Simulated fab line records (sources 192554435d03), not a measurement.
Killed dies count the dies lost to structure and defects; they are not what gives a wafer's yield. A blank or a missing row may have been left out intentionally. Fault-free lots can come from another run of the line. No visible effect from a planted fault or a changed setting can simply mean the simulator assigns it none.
fab line records | flow n5Finfet
record lots=6 | wafers=16 | lastDay=17
route steps=1938 shown BEOL_M11@1575 PASSIVATION@1936
lots untouched by any fault: they come from a run of this same line in which no faults occurred
startH: the number of hours between the record's first day and the start of the first shown wafer of the lot | waitH: hours since the lot's step before | " repeats the value in the row above | L1.1+2: a single row standing in for several wafers | - no value, or no start was given | * or withheld: withheld | < > ~ a bound
route shown NAME@n: names a module that has steps shown in the file, with the first one's number in the route | usual: the fault-free wafers' mean and standard deviation | same: alike in all rows | chamber/n: place in a boat | sites: each site's reading | _std_site: how widely they spread, as a standard deviation | _edge_site: inner sites' mean taken away from outer sites' mean | radiusMm: for every site, how far away it sits from the centre of the wafer | mask NAME#n: copy n | behind: the tool/chamber that last shaped the wafer | hold: why the lot was held/for how many hours/how that ended | device: the transistor (n, p or np) that didn't switch | end of line: the route-end tests of the same wafers | where a step has no rows: the recipe by itself | killed: count of dies lost to structure and defects at first sort (not the wafer's yield) | map: the dies of a wafer, with x for killed, . for not killed, _ for no die there
set.NAME: the setting the step ran with; set.NAME@STEP: the setting that earlier step ran with | model.NAME: the simulator's own value behind a step, which no gauge read
lots at some steps of the route; a table a step, a row a wafer
services: the hour from which a tool's chamber was out of use, counted from the record's first day as startH (under 0 if before that day), plus the number of hours and why
## steps
# step N5_BEOL_M11_VIA_ETCH_34
# recipe chemistry=C4F6/O2 | target=SiCOH_lowk | targetDepthA=1845 | maskMaterial=SOC | taperDeg=4 | timeS=69.2 | ionEnergyEv=250 | pressureMtorr=30 | sourceW=345 | biasW=185 | Ar_flow_sccm=300 | C4F6_flow_sccm=10 | O2_flow_sccm=10
# usual O2_flow_sccm=10.002/0.029 | biasW=185.1/0.51 | drypumpMotorCurrentA=5.6/0.45 | mfcArSccm=300.0/0.92 | oes_ar_750_au=0.80/0.087 | oesProductAu=0.80/0.093 | rfVppV=664/12 | showerheadPlenumPTorr=2.86/0.086 | throttleValvePct=20.85/0.22
lot.wafer | tool       | chamber | startH | waitH | O2_flow_sccm | biasW | drypumpMotorCurrentA | mfcArSccm | oes_ar_750_au | oesProductAu | rfHoursCounterH | rfVppV | showerheadPlenumPTorr | throttleValvePct
L964.2    | rieDiel-02 | 0       | 283.02 | 0.0   | 10.075       | 185.1 | 5.9                  | 301.1     | 0.86          | 0.88         | 53              | 678    | 3.00                  | 20.39
L964.4    | "          | 2       | "      | "     | 9.977        | 184.9 | 5.2                  | 300.5     | 0.75          | 0.75         | 185             | 649    | 2.82                  | 21.00
L964.6    | "          | 1       | "      | "     | 9.983        | 185.3 | 5.4                  | 300.5     | 0.83          | 0.84         | -               | 673    | 2.88                  | 20.60
L965.2    | rieDiel-03 | 3       | 286.68 | 0.0   | 10.015       | 184.9 | 5.3                  | 301.3     | 0.69          | 0.68         | 232             | 663    | 2.82                  | 20.99
L965.4    | "          | 0       | "      | "     | 10.023       | 184.5 | 5.5                  | 301.1     | 0.77          | 0.76         | 134             | 654    | 2.84                  | 20.77
L965.5    | "          | 1       | "      | "     | 10.041       | 184.9 | 5.4                  | 299.1     | 0.79          | 0.77         | -               | 659    | 2.86                  | 20.86
L966.1    | rieDiel-02 | 2       | 294.64 | 0.0   | 10.005       | 185.0 | 5.2                  | 300.1     | 0.75          | 0.74         | 189             | 647    | 2.82                  | 21.00
L966.2    | "          | 0       | "      | "     | 9.940        | 185.2 | 5.9                  | 300.3     | 0.86          | 0.87         | 58              | 679    | 3.00                  | 20.42
L966.6    | "          | 2       | "      | "     | 9.956        | 185.2 | 5.2                  | 300.2     | 0.75          | 0.74         | -               | 648    | 2.82                  | 21.00
L973.4    | rieDiel-02 | 0       | 340.87 | 0.0   | 10.011       | 185.0 | 5.9                  | 301.3     | 0.84          | 0.85         | 73              | 676    | 2.99                  | 20.42
L973.5    | "          | 1       | "      | "     | 10.007       | 184.2 | 5.4                  | 299.6     | 0.80          | 0.83         | -               | 675    | 2.87                  | 20.62
L973.6    | "          | 0       | "      | "     | 9.993        | 185.4 | 5.9                  | 301.8     | 0.84          | 0.85         | -               | 678    | 2.99                  | 20.44
L974.5    | rieDiel-02 | 3       | 343.65 | 0.0   | 9.983        | 186.1 | 5.8                  | 299.3     | 0.71          | 0.71         | -               | 680    | 2.94                  | 20.98
L974.6    | "          | 2       | "      | "     | 10.021       | 185.4 | 5.2                  | 298.7     | 0.74          | 0.74         | -               | 649    | 2.81                  | 21.01
L976.2    | rieDiel-05 | 2       | 368.25 | 0.0   | 9.992        | 184.9 | 6.4                  | 299.5     | 0.89          | 0.91         | 23              | 688    | 3.01                  | 20.85
L976.5    | "          | 3       | "      | "     | 9.982        | 186.0 | 5.5                  | 300.9     | 0.70          | 0.70         | -               | 650    | 2.71                  | 21.19
# step N5_BEOL_M11_STRIP_73
# recipe chemistry=C4F6/O2 | resist=SiARC | rfFrequencyHz=6e+07
# step N5_BEOL_M11_STRIP_36
# recipe chemistry=N2/H2 | powerW=450 | tempC=40 | pressureMtorr=20 | rfFrequencyHz=6e+07 | overashFraction=0.3 | biasPowerW=7 | h2Frac=0.5 | n2FlowSccm=200 | h2FlowSccm=200
# usual drypumpMotorCurrentA=5.6/0.45 | oesProductAu=0.80/0.094 | rfVppV=59.0/1.9 | showerheadPlenumPTorr=2.55/0.081 | throttleValvePct=23.54/0.28
lot.wafer | tool       | chamber | startH | waitH | drypumpMotorCurrentA | oesProductAu | rfHoursCounterH | rfVppV | showerheadPlenumPTorr | throttleValvePct
L964.2    | rieDiel-02 | 0       | 283.09 | 0.0   | 5.9                  | 0.88         | 53              | 58.5   | 2.68                  | 22.87
L964.4    | "          | 2       | "      | "     | 5.1                  | 0.74         | 185             | 60.8   | 2.53                  | 23.94
L964.6    | "          | 1       | "      | "     | 5.4                  | 0.84         | -               | 58.4   | 2.57                  | 23.47
L965.2    | rieDiel-03 | 3       | 286.74 | 0.0   | 5.3                  | 0.68         | 232             | 56.3   | 2.50                  | 23.61
L965.4    | "          | 0       | "      | "     | 5.6                  | 0.77         | 134             | 59.5   | 2.55                  | 23.70
L965.5    | "          | 1       | "      | "     | 5.4                  | 0.77         | -               | 59.0   | 2.54                  | 23.37
L966.1    | rieDiel-02 | 2       | 294.70 | 0.0   | 5.2                  | 0.77         | 189             | 60.3   | 2.53                  | 23.93
L966.2    | "          | 0       | "      | "     | 5.9                  | 0.88         | 58              | 55.0   | 2.68                  | 22.91
L966.6    | "          | 2       | "      | "     | 5.2                  | 0.74         | -               | 57.9   | 2.53                  | 23.91
L973.4    | rieDiel-02 | 0       | 340.93 | 0.0   | 5.9                  | 0.86         | 73              | 61.8   | 2.67                  | 22.91
L973.5    | "          | 1       | "      | "     | 5.4                  | 0.82         | -               | 56.1   | 2.57                  | 23.49
L973.6    | "          | 0       | "      | "     | 5.9                  | 0.84         | -               | 57.6   | 2.67                  | 22.92
L974.5    | rieDiel-02 | 3       | 343.71 | 0.0   | 5.7                  | 0.71         | -               | 60.2   | 2.61                  | 23.37
L974.6    | "          | 2       | "      | "     | 5.2                  | 0.76         | -               | 58.5   | 2.52                  | 23.95
L976.2    | rieDiel-05 | 2       | 368.31 | 0.0   | 6.4                  | 0.90         | 23              | 59.2   | 2.70                  | 23.68
L976.5    | "          | 3       | "      | "     | 5.5                  | 0.69         | -               | 58.5   | 2.41                  | 23.83
# step N5_BEOL_M11_TRENCH_ETCH_37
# recipe chemistry=C4F6/O2 | targetDepthA=1488.3 | target=SiCOH_lowk | timeS=48 | ionEnergyEv=250 | pressureMtorr=30 | sourceW=345 | biasW=185 | Ar_flow_sccm=300 | C4F6_flow_sccm=10 | O2_flow_sccm=10
# usual O2_flow_sccm=10.006/0.03 | biasW=184.9/0.61 | drypumpMotorCurrentA=5.6/0.45 | mfcArSccm=299.9/0.86 | oes_ar_750_au=0.80/0.087 | oesProductAu=0.80/0.094 | rfVppV=664/12 | showerheadPlenumPTorr=2.86/0.086 | throttleValvePct=20.88/0.21
lot.wafer | tool       | chamber | startH | waitH | O2_flow_sccm | biasW | drypumpMotorCurrentA | mfcArSccm | oes_ar_750_au | oesProductAu | rfHoursCounterH | rfVppV | showerheadPlenumPTorr | throttleValvePct
L964.2    | rieDiel-02 | 0       | -      | -     | 10.013       | 183.8 | 5.9                  | 300.9     | 0.86          | 0.87         | 53              | 676    | 3.00                  | 20.43
L964.4    | "          | 2       | "      | "     | 9.917        | 185.9 | 5.2                  | 300.1     | 0.75          | 0.75         | 185             | 648    | 2.82                  | 21.02
L964.6    | "          | 1       | "      | "     | 10.062       | 185.4 | 5.4                  | 302.1     | 0.81          | 0.84         | -               | 675    | 2.88                  | 20.64
L965.2    | rieDiel-03 | 3       | -      | -     | 9.988        | 185.6 | 5.4                  | 299.6     | 0.68          | 0.68         | 232             | 660    | 2.82                  | 21.04
L965.4    | "          | 0       | "      | "     | 9.978        | 185.4 | 5.5                  | 299.3     | 0.77          | 0.77         | 134             | 654    | 2.84                  | 20.78
L965.5    | "          | 1       | "      | "     | 10.086       | 184.5 | 5.4                  | 299.5     | 0.79          | 0.78         | -               | 661    | 2.86                  | 20.88
L966.1    | rieDiel-02 | 2       | -      | -     | 9.991        | 184.1 | 5.2                  | 298.5     | 0.75          | 0.75         | 190             | 648    | 2.82                  | 21.02
L966.2    | "          | 0       | "      | "     | 9.997        | 186.1 | 5.9                  | 300.9     | 0.85          | 0.87         | 58              | 679    | 3.00                  | 20.43
L966.6    | "          | 2       | "      | "     | 9.986        | 184.1 | 5.2                  | 300.1     | 0.74          | 0.73         | -               | 649    | 2.82                  | 21.02
L973.4    | rieDiel-02 | 0       | -      | -     | 10.036       | 185.1 | 5.9                  | 299.5     | 0.83          | 0.84         | 73              | 678    | 2.99                  | 20.47
L973.5    | "          | 1       | "      | "     | 10.008       | 185.1 | 5.5                  | 299.5     | 0.80          | 0.82         | -               | 675    | 2.87                  | 20.65
L973.6    | "          | 0       | "      | "     | 10.042       | 184.4 | 5.9                  | 300.0     | 0.84          | 0.84         | -               | 677    | 2.99                  | 20.46
L974.5    | rieDiel-02 | 3       | -      | -     | 10.005       | 184.7 | 5.8                  | 298.7     | 0.72          | 0.71         | -               | 677    | 2.94                  | 21.03
L974.6    | "          | 2       | "      | "     | 10.010       | 185.6 | 5.2                  | 299.7     | 0.73          | 0.73         | -               | 647    | 2.81                  | 21.04
L976.2    | rieDiel-05 | 2       | -      | -     | 10.007       | 184.2 | 6.3                  | 300.6     | 0.89          | 0.90         | 23              | 685    | 3.01                  | 20.88
L976.5    | "          | 3       | "      | "     | 10.024       | 185.1 | 5.5                  | 299.6     | 0.70          | 0.70         | -               | 649    | 2.71                  | 21.20
# step N5_BEOL_M11_ETCH_41
# recipe chemistry=CH3F/O2 | target=SiCN | targetDepthA=426 | taperDeg=2 | timeS=86 | ionEnergyEv=120 | maskMaterial=TiN | pressureMtorr=30 | sourceW=395 | biasW=75 | Ar_flow_sccm=150 | CH3F_flow_sccm=30 | O2_flow_sccm=20
# step N5_BEOL_M11_STRIP_77
# recipe chemistry=N2/H2 | timeS=10 | powerW=450 | tempC=40 | pressureMtorr=20 | rfFrequencyHz=6e+07 | biasPowerW=7 | n2FlowSccm=200 | h2FlowSccm=200
# usual drypumpMotorCurrentA=5.6/0.45 | oesProductAu=0.81/0.095 | rfVppV=59.1/0.86 | showerheadPlenumPTorr=2.55/0.081 | throttleValvePct=23.54/0.27
lot.wafer | tool       | chamber | startH | waitH | drypumpMotorCurrentA | oesProductAu | rfHoursCounterH | rfVppV | showerheadPlenumPTorr | throttleValvePct
L964.2    | rieDiel-02 | 0       | -      | -     | 5.9                  | 0.89         | 54              | 58.9   | 2.68                  | 22.87
L964.4    | "          | 2       | "      | "     | 5.2                  | 0.76         | 185             | 57.3   | 2.53                  | 23.92
L964.6    | "          | 1       | "      | "     | 5.4                  | 0.85         | -               | 60.0   | 2.57                  | 23.46
L965.2    | rieDiel-03 | 3       | -      | -     | 5.4                  | 0.67         | 233             | 59.6   | 2.50                  | 23.60
L965.4    | "          | 0       | "      | "     | 5.5                  | 0.77         | 134             | 59.6   | 2.55                  | 23.71
L965.5    | "          | 1       | "      | "     | 5.4                  | 0.77         | -               | 58.2   | 2.54                  | 23.35
L966.1    | rieDiel-02 | 2       | -      | -     | 5.2                  | 0.75         | 190             | 60.1   | 2.52                  | 23.91
L966.2    | "          | 0       | "      | "     | 5.9                  | 0.87         | 58              | 59.1   | 2.68                  | 22.88
L966.6    | "          | 2       | "      | "     | 5.2                  | 0.75         | -               | 60.0   | 2.53                  | 23.92
L973.4    | rieDiel-02 | 0       | -      | -     | 5.9                  | 0.85         | 73              | 60.3   | 2.67                  | 22.91
L973.5    | "          | 1       | "      | "     | 5.4                  | 0.83         | -               | 59.0   | 2.57                  | 23.47
L973.6    | "          | 0       | "      | "     | 5.9                  | 0.86         | -               | 60.2   | 2.67                  | 22.91
L974.5    | rieDiel-02 | 3       | -      | -     | 5.8                  | 0.70         | -               | 59.1   | 2.61                  | 23.38
L974.6    | "          | 2       | "      | "     | 5.2                  | 0.73         | -               | 59.2   | 2.52                  | 23.95
L976.2    | rieDiel-05 | 2       | -      | -     | 6.4                  | 0.91         | 23              | 58.8   | 2.70                  | 23.67
L976.5    | "          | 3       | "      | "     | 5.5                  | 0.71         | -               | 58.6   | 2.41                  | 23.83
# step N5_BEOL_M11_OCD_MEAS_38
# usual trenchDepthNm=149.3/2.1
lot.wafer | tool   | chamber | startH | waitH | trenchDepthNm
L964.2    | ocd-01 | -       | 283.31 | -     | 150.1
L964.4    | "      | -       | "      | "     | 148.9
L964.6    | "      | -       | "      | "     | 150.9
L965.2    | ocd-02 | -       | 286.96 | -     | 147.3
L965.4    | "      | -       | "      | "     | 149.1
L965.5    | "      | -       | "      | "     | 149.5
L966.1    | ocd-02 | -       | 294.93 | -     | 148.3
L966.2    | "      | -       | "      | "     | 149.3
L966.6    | "      | -       | "      | "     | 148.2
L973.4    | ocd-01 | -       | 341.16 | -     | 147.0
L973.5    | "      | -       | "      | "     | 151.3
L973.6    | "      | -       | "      | "     | 146.7
L974.5    | ocd-02 | -       | 343.92 | -     | 146.7
L974.6    | "      | -       | "      | "     | 148.6
L976.2    | ocd-02 | -       | 368.53 | -     | 151.5
L976.5    | "      | -       | "      | "     | 148.4
# step N5_BEOL_M11_HM_STRIP_39
# recipe chemistry=peroxideTinStrip | material=TiN | targetDepthA=250 | tempC=50 | timeS=158
# step N5_BEOL_M11_SRD_40
# recipe timeS=30 | tempC=23 | rinseLiquid=diw | dry=ipaMarangoni
# step N5_BEOL_M11_PRECLEAN_42
# recipe chemistry=residueRemover | timeS=60 | tempC=40
# step N5_BEOL_M11_SRD_43
# recipe timeS=30 | tempC=23 | rinseLiquid=diw | dry=ipaMarangoni
# step N5_BEOL_M11_CD_MEAS_35
# recipe targetCdNm=70 | polarity=opening
# usual cdNm=69.9/0.47
lot.wafer | tool     | chamber | startH | waitH | cdNm
L964.2    | cdSem-02 | -       | 283.46 | 0.0   | 70.9
L964.4    | "        | -       | "      | "     | 70.1
L964.6    | "        | -       | "      | "     | 70.2
L965.2    | cdSem-02 | -       | 287.11 | 0.0   | 70.1
L965.4    | "        | -       | "      | "     | 68.8
L965.5    | "        | -       | "      | "     | 69.6
L966.1    | cdSem-03 | -       | 295.08 | 0.0   | 69.4
L966.2    | "        | -       | "      | "     | 69.5
L966.6    | "        | -       | "      | "     | 70.0
L973.4    | cdSem-03 | -       | 341.31 | 0.0   | 69.1
L973.5    | "        | -       | "      | "     | 69.9
L973.6    | "        | -       | "      | "     | 70.2
L974.5    | cdSem-01 | -       | 344.11 | 0.0   | 69.5
L974.6    | "        | -       | "      | "     | 69.9
L976.2    | cdSem-01 | -       | 368.69 | 0.0   | 70.1
L976.5    | "        | -       | "      | "     | 70.0
# step N5_BEOL_M11_CURE_72
# recipe tempC=370 | timeS=120 | ambient=DMADMS/He | material=SiCOH_lowk
# usual lampPowerPct=52.32/0.055 | runLengthS=178.5/1.4 | wafer_temp_C_max=371.6/0.46
lot.wafer | tool      | chamber | startH | waitH | lampPowerPct | runLengthS | wafer_temp_C_max
L964.2    | uvCure-03 | 2       | 283.55 | 0.1   | 52.29        | 178.5      | 371.5
L964.4    | "         | 2       | "      | "     | 52.25        | 177.8      | 371.3
L964.6    | "         | 2       | "      | "     | 52.38        | 178.4      | 371.8
L965.2    | uvCure-01 | 2       | 287.21 | 0.1   | 52.34        | 178.8      | 371.5
L965.4    | "         | 2       | "      | "     | 52.41        | 178.8      | 371.1
L965.5    | "         | 2       | "      | "     | 52.35        | 179.0      | 371.5
L966.1    | uvCure-01 | 0       | 295.24 | 0.2   | 52.27        | 177.9      | 371.1
L966.2    | "         | 0       | "      | "     | 52.32        | 177.3      | 371.4
L966.6    | "         | 0       | "      | "     | 52.26        | 177.9      | 371.0
L973.4    | uvCure-01 | 1       | 341.50 | 0.2   | 52.22        | 177.6      | 372.2
L973.5    | "         | 1       | "      | "     | 52.23        | 177.6      | 372.1
L973.6    | "         | 1       | "      | "     | 52.25        | 177.7      | 372.0
L974.5    | uvCure-03 | 1       | 344.35 | 0.2   | 52.33        | 178.2      | 371.7
L974.6    | "         | 1       | "      | "     | 51.16        | 152.4      | 371.4
L976.2    | uvCure-03 | 0       | 368.78 | 0.1   | 50.95        | 151.8      | 371.9
L976.5    | "         | 0       | "      | "     | 52.37        | 177.4      | 372.0
# step N5_BEOL_M11_DEGAS_44
# recipe ambient=vacuum | tempC=250 | timeS=60
# usual heaterPowerW=344/37
lot.wafer | tool          | chamber | startH | waitH | heaterPowerW
L964.2    | pvdSputter-01 | -       | 283.91 | 0.3   | 302
L964.4    | "             | -       | "      | "     | 381
L964.6    | "             | -       | "      | "     | 373
L965.2    | pvdSputter-01 | -       | 287.57 | 0.3   | 377
L965.4    | "             | -       | "      | "     | 339
L965.5    | "             | -       | "      | "     | 344
L966.1    | pvdSputter-03 | -       | 295.68 | 0.4   | 473
L966.2    | "             | -       | "      | "     | 350
L966.6    | "             | -       | "      | "     | 298
L973.4    | pvdSputter-03 | -       | 341.90 | 0.4   | 295
L973.5    | "             | -       | "      | "     | 361
L973.6    | "             | -       | "      | "     | 313
L974.5    | pvdSputter-02 | -       | 344.55 | 0.2   | 383
L974.6    | "             | -       | "      | "     | 348
L976.2    | pvdSputter-02 | -       | 369.61 | 0.8   | 308
L976.5    | "             | -       | "      | "     | 357
# step N5_PASSIVATION_PROBE_49
# usual defectLimitedYield=91.5/1.4 | killed_at_M0_to_M3=33/10 | killed_at_M4_up=13/5 | killedAtContacts=13/5.6 | killedAtFrontEnd=38/12 | killedAtOther=3.9/2.7 | killedDies=100/16 | killedOpen=66/13 | killedShort=32/7.2 | sort_bin_5_function=5.0/0.97 | sort_bin_6_memory=3.2/0.61 | sortNPass=1080/16 | sortYieldPct=91.5/1.4
# same grossDies=1180 | killedAtBackSide=0 | sort_bin_4_leakage[%]=0 | sort_bin_8_speed[%]=0
lot.wafer | tool      | chamber | startH | waitH | defectLimitedYield[%] | killed_at_M0_to_M3 | killed_at_M4_up | killedAtContacts | killedAtFrontEnd | killedAtOther | killedDies | killedOpen | killedShort | sort_bin_5_function[%] | sort_bin_6_memory[%] | sortNPass | sortYieldPct[%]
L964.2    | prober-01 | -       | 329.88 | 0.1   | 92.4                  | 24                 | 20              | 4                | 36               | 6             | 90         | 64         | 25          | 4.0                    | 3.1                  | 1090      | 92.4
L964.4    | prober-01 | -       | 329.98 | 0.2   | 89.8                  | 39                 | 15              | 10               | 48               | 8             | 120        | 78         | 41          | 6.9                    | 3.1                  | 1060      | 89.8
L964.6    | prober-01 | -       | 330.08 | 0.3   | 90.3                  | 30                 | 23              | 8                | 49               | 4             | 114        | 84         | 29          | 5.4                    | 4.1                  | 1066      | 90.3
# killed by level:class
L964.2 STI_FIN_REVEAL:geometricParticle:open=19 BEOL_M0_SAQP:geometricParticle:open=11 BEOL_M4:geometricParticle:open=10 BEOL_M0_SAQP:geometricParticle:short=7 GATE_CUT:geometricParticle:short=5 BEOL_M1:geometricParticle:open=4 FIN_SAQP:geometricParticle:short=3 MOL_CONTACT_COAG:geometricParticle:open=3
L964.4 STI_FIN_REVEAL:geometricParticle:open=19 BEOL_M0_SAQP:geometricParticle:short=10 BEOL_M0_SAQP:geometricParticle:open=9 MOL_CONTACT_COAG:geometricParticle:open=8 BEOL_M2:geometricParticle:open=7 BEOL_M4:geometricParticle:open=7 GATE_CUT:geometricParticle:short=6 BEOL_M0:geometricParticle:open=5
L964.6 STI_FIN_REVEAL:geometricParticle:open=18 BEOL_M4:geometricParticle:open=8 MOL_CONTACT_COAG:geometricParticle:open=7 FIN_SAQP:geometricParticle:open=6 BEOL_M0_SAQP:geometricParticle:short=6 STARTING-WAFER:geometricParticle:open=6 BEOL_M7:geometricParticle:open=6 BEOL_M0_SAQP:geometricParticle:open=5
## services
tool          | chamber | startH | hours | kind
rieDiel-05    | 2       | 270.57 | -     | clean
rieDiel-05    | 2       | 270.57 | -     | consumableReplace:focusRing
rieDiel-05    | 2       | 270.57 | -     | consumableReplace:showerhead
rieDiel-05    | 2       | 270.57 | 31.4  | scheduledDown
rieDiel-05    | 2       | 270.57 | 31.4  | ventCycle
uvCure-01     | -       | 271.31 | 6.6   | repair
uvCure-01     | -       | 287.85 | 6.0   | pm
rieDiel-02    | 3       | 290.29 | 7.6   | repair
rieDiel-02    | 1       | 297.44 | 11.5  | repair
rieDiel-03    | 0       | 312.23 | 12.7  | repair
rieDiel-05    | 1       | 313.46 | -     | clean
rieDiel-05    | 1       | 313.46 | -     | consumableReplace:focusRing
rieDiel-05    | 1       | 313.46 | 15.3  | scheduledDown
rieDiel-05    | 1       | 313.46 | 15.3  | ventCycle
pvdSputter-02 | -       | 346.69 | 2.1   | repair
rieDiel-03    | 3       | 348.85 | -     | clean
rieDiel-03    | 3       | 348.85 | -     | consumableReplace:focusRing
rieDiel-03    | 3       | 348.85 | 13.8  | scheduledDown
rieDiel-03    | 3       | 348.85 | 13.8  | ventCycle
pvdSputter-03 | -       | 357.26 | 3.2   | repair
uvCure-03     | -       | 357.34 | 1.4   | repair
pvdSputter-03 | -       | 361.68 | 0.8   | repair
rieDiel-05    | 1       | 367.43 | 4.6   | repair
## key
firstSign step=N5_BEOL_M11_CURE_72 | reading=lampPowerPct | direction=down | sigmas=23 | usual=* | struck=*
effect step=N5_BEOL_M11_CURE_72 | reading=runLengthS | direction=down | sigmas=19 | usual=* | struck=*
metAt N5_BEOL_M11_CURE_72
struckWafers L974.6,L976.2
onsetBetween 283.55 344.35
fault kind=processParameterDrift | tool=uvCure-03 | chamber=- | onsetH=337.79 | steps=N5_BEOL_M11_CURE_72 | channel=timeS | offset=* | shape=step | endH=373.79 | scope=struckWafersOnly | actsIn=* | stated=*
